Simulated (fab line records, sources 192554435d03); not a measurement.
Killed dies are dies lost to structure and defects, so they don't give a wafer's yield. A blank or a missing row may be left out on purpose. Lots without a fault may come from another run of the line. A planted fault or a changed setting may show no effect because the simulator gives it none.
Chamber matching | flow n5_finfet | N5_SD_EPI_P_ETCHBACK_46 on rie_diel-05: 4 sister chambers
The step etches SiNx in CH3F/O2, stops on SiO2, target depth 17.5 nm. 16 wafers are shown with their chamber, then 8 later ones without.

WAFERS WITH THEIR CHAMBER
wafer  | chamber | throttle_valve_pct (%) | drypump_motor_current_A (A) | showerhead_plenum_p_Torr (Torr)
L076.1 | 0       | 15.99                  | 5.7                         | 2.11
L076.3 | 2       | 16.14                  | 5.1                         | 2.01
L076.4 | 1       | 16.51                  | 5.7                         | 1.93
L078.1 | 2       | 16.16                  | 5.2                         | 2.01
L078.2 | 1       | 16.51                  | 5.8                         | 1.93
L078.5 | 3       | 16.64                  | 6.3                         | 2.04
L080.1 | 1       | 16.53                  | 5.8                         | 1.92
L080.2 | 0       | 16.01                  | 5.7                         | 2.11
L080.6 | 1       | 16.54                  | 5.8                         | 1.92
L081.3 | 2       | 16.17                  | 5.2                         | 2.00
L081.4 | 2       | 16.18                  | 5.2                         | 2.00
L081.5 | 0       | 16.01                  | 5.7                         | 2.11
L082.1 | 0       | 16.02                  | 5.7                         | 2.11
L082.3 | 3       | 16.65                  | 6.3                         | 2.03
L082.4 | 2       | 16.17                  | 5.2                         | 2.00
L083.4 | 2       | 16.17                  | 5.2                         | 2.00

SIGNATURES (means of the wafers above)
reading                  | chamber 0 | chamber 1 | chamber 2 | chamber 3 | scatter within a chamber
throttle_valve_pct       | 16.0075   | 16.5225   | 16.1650   | 16.6450   | 0.0134
drypump_motor_current_A  | 5.700     | 5.775     | 5.183     | 6.300     | 0.0363
showerhead_plenum_p_Torr | 2.1100    | 1.9250    | 2.0033    | 2.0350    | 0.00486
Rule: a wafer's distance from a chamber is the root of the sum, over the readings, of the square of ((its reading less the chamber's mean) divided by the reading's scatter). The wafer belongs to the nearest chamber; if the next one is less than 2 further off, it can't be placed. The scatter: the root of (the sum of the squares of (reading less its chamber's mean) over the shown wafers, divided by (wafers less chambers)).

WAFERS WITHOUT THEIR CHAMBER
wafer  | throttle_valve_pct (%) | drypump_motor_current_A (A) | showerhead_plenum_p_Torr (Torr)
L083.5 | 16.16                  | 5.2                         | 2.00
L083.6 | 16.56                  | 5.8                         | 1.92
L088.1 | 16.68                  | 6.3                         | 2.03
L088.5 | 16.56                  | 5.8                         | 1.92
L088.6 | 16.21                  | 5.2                         | 2.00
L095.4 | 16.20                  | 5.2                         | 2.00
L095.5 | 16.21                  | 5.2                         | 2.00
L095.6 | 16.58                  | 5.8                         | 1.92

WHICH CHAMBER EACH WENT THROUGH
wafer  | from the rows above | in truth
L083.5 | 2                   | 2
L083.6 | 1                   | 1
L088.1 | 3                   | 3
L088.5 | 1                   | 1
L088.6 | 2                   | 2
L095.4 | 2                   | 2
L095.5 | 2                   | 2
L095.6 | 1                   | 1
Placed correctly: 8 of 8. Can't be placed from these rows: 0. Placed wrongly: 0.
